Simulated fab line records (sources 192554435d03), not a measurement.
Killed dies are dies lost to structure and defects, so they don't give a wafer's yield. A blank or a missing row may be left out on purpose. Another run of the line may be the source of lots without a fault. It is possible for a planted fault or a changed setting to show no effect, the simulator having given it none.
Split-lot trial / flow n5_finfet / 21 wafers read from 7 lots, route of 1938 steps

ABOUT THE SPLIT
At N5_GATE_CUT_ETCH_37 (etches SOC in N2/H2, target depth 60 nm, overetch 12 nm, time 90 s), the setting bias_w was moved away from the recipe's 150 W on 9 of the 21 wafers read, by -14.4% to +12.7%. This setting was run at the recipe's value on the other wafers.

The reading is taken at the split's own step.

THE READING
rf_vpp_V, in V, at N5_GATE_CUT_ETCH_37 (etches SOC in N2/H2, target depth 60 nm, overetch 12 nm, time 90 s). Fault-free wafers of this fab line usually give 523.8 V, standard deviation 2.1 V.

wafer=L075.2; tool, chamber at the split=rie_diel-04, 1; bias_w as run, W=150; against the recipe=recipe; rf_vpp_V, V=527.2; against lot-mates on the recipe=-
wafer=L075.3; tool, chamber at the split=rie_diel-04, 3; bias_w as run, W=150; against the recipe=recipe; rf_vpp_V, V=520.2; against lot-mates on the recipe=-
wafer=L075.5; tool, chamber at the split=rie_diel-04, 3; bias_w as run, W=128.4; against the recipe=-14.4%; rf_vpp_V, V=474.6; against lot-mates on the recipe=-49.1
wafer=L084.3; tool, chamber at the split=rie_diel-03, 3; bias_w as run, W=150; against the recipe=recipe; rf_vpp_V, V=522.1; against lot-mates on the recipe=-
wafer=L084.5; tool, chamber at the split=rie_diel-03, 0; bias_w as run, W=164.1; against the recipe=+9.4%; rf_vpp_V, V=554.7; against lot-mates on the recipe=+31.8
wafer=L084.6; tool, chamber at the split=rie_diel-03, 3; bias_w as run, W=150; against the recipe=recipe; rf_vpp_V, V=523.8; against lot-mates on the recipe=-
wafer=L085.1; tool, chamber at the split=rie_diel-04, 1; bias_w as run, W=150; against the recipe=recipe; rf_vpp_V, V=527.4; against lot-mates on the recipe=-
wafer=L085.4; tool, chamber at the split=rie_diel-04, 3; bias_w as run, W=129.9; against the recipe=-13.4%; rf_vpp_V, V=477.1; against lot-mates on the recipe=-50.3
wafer=L085.6; tool, chamber at the split=rie_diel-04, 2; bias_w as run, W=129.9; against the recipe=-13.4%; rf_vpp_V, V=477.2; against lot-mates on the recipe=-50.2
wafer=L090.3; tool, chamber at the split=rie_diel-03, 0; bias_w as run, W=150; against the recipe=recipe; rf_vpp_V, V=524.8; against lot-mates on the recipe=-
wafer=L090.4; tool, chamber at the split=rie_diel-03, 2; bias_w as run, W=150; against the recipe=recipe; rf_vpp_V, V=519.5; against lot-mates on the recipe=-
wafer=L090.5; tool, chamber at the split=rie_diel-03, 0; bias_w as run, W=150; against the recipe=recipe; rf_vpp_V, V=524.5; against lot-mates on the recipe=-
wafer=L092.1; tool, chamber at the split=rie_diel-04, 1; bias_w as run, W=150; against the recipe=recipe; rf_vpp_V, V=526.1; against lot-mates on the recipe=-
wafer=L092.3; tool, chamber at the split=rie_diel-04, 3; bias_w as run, W=160.1; against the recipe=+6.7%; rf_vpp_V, V=544.9; against lot-mates on the recipe=+18.8
wafer=L092.4; tool, chamber at the split=rie_diel-04, 0; bias_w as run, W=160.1; against the recipe=+6.7%; rf_vpp_V, V=547.3; against lot-mates on the recipe=+21.2
wafer=L093.3; tool, chamber at the split=rie_diel-04, 2; bias_w as run, W=162.6; against the recipe=+8.4%; rf_vpp_V, V=548.5; against lot-mates on the recipe=+22.4
wafer=L093.4; tool, chamber at the split=rie_diel-04, 0; bias_w as run, W=162.6; against the recipe=+8.4%; rf_vpp_V, V=553.7; against lot-mates on the recipe=+27.6
wafer=L093.5; tool, chamber at the split=rie_diel-04, 1; bias_w as run, W=150; against the recipe=recipe; rf_vpp_V, V=526.1; against lot-mates on the recipe=-
wafer=L096.2; tool, chamber at the split=rie_diel-04, 3; bias_w as run, W=169; against the recipe=+12.7%; rf_vpp_V, V=561.0; against lot-mates on the recipe=+34.1
wafer=L096.3; tool, chamber at the split=rie_diel-04, 0; bias_w as run, W=150; against the recipe=recipe; rf_vpp_V, V=527.1; against lot-mates on the recipe=-
wafer=L096.5; tool, chamber at the split=rie_diel-04, 0; bias_w as run, W=150; against the recipe=recipe; rf_vpp_V, V=526.6; against lot-mates on the recipe=-

FIT RESULTS
A straight line over all 21 wafers: rf_vpp_V changes by +3.32 V for each +1% of bias_w; r = +0.99; the points scatter about the line by 2.7 V.
The same after taking each lot's own level away (the mean of its wafers on the recipe; 21 wafers): +3.33 V for each +1%; r = +0.99; scatter 3 V.
On that fit, the largest move of bias_w shifts the reading by 48 V.
From 522.93 to 527.40 V: that is the span of the lots' own levels, equal to 2.1 times the standard deviation above.
The two slopes agree, so the slope changes little with the lot-to-lot level.
Check: -49.6 V against its lot-mates is what the line predicts for one of the wafers moved furthest among these (-14.4%) when that wafer is left out of the fit. Against them it came out at -49.1 V.
Tool readings at the split's step, against how far the setting was moved: rf_vpp_V r = +0.99.

FURTHER SPLITS ON THESE WAFERS
These wafers also went through other splits before the reading. Each is held against what the fit with the lots' levels taken away leaves over:
other split on the same wafers=N5_SD_EPI_P_COAT_34 spin_rpm; wafers away from the commonest value=5; r with rf_vpp_V (lot level and that fit taken away)=+0.05
other split on the same wafers=N5_SD_EPI_P_EPI_21 time_s; wafers away from the commonest value=2; r with rf_vpp_V (lot level and that fit taken away)=-0.57
other split on the same wafers=N5_SD_ACTIVATION_LSA_01 temp_c; wafers away from the commonest value=6; r with rf_vpp_V (lot level and that fit taken away)=-0.11
other split on the same wafers=N5_HKMG_FIN_ETCH_55 time_s; wafers away from the commonest value=9; r with rf_vpp_V (lot level and that fit taken away)=+0.12

THE WHOLE CHAIN: every reading that the file lists as answering this split, in the file's order
step=N5_GATE_CUT_ETCH_37; what it does=etches SOC in N2/H2, target depth 60 nm, overetch 12 nm, time 90 s; reading=rf_vpp_V; change (the file's fit)=+3.27 V for each +1% of the setting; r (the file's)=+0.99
step=N5_GATE_CUT_ETCH_37; what it does=etches SOC in N2/H2, target depth 60 nm, overetch 12 nm, time 90 s; reading=SiARC_of_GATE_CUT_COAT_35.thk_nm (the simulator's own value, which no gauge read); change (the file's fit)=-0.0431 nm for each +1% of the setting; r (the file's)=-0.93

THE FILE'S OWN FIT
rf_vpp_V changes by +3.27 V for each +1% of bias_w, r = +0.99.
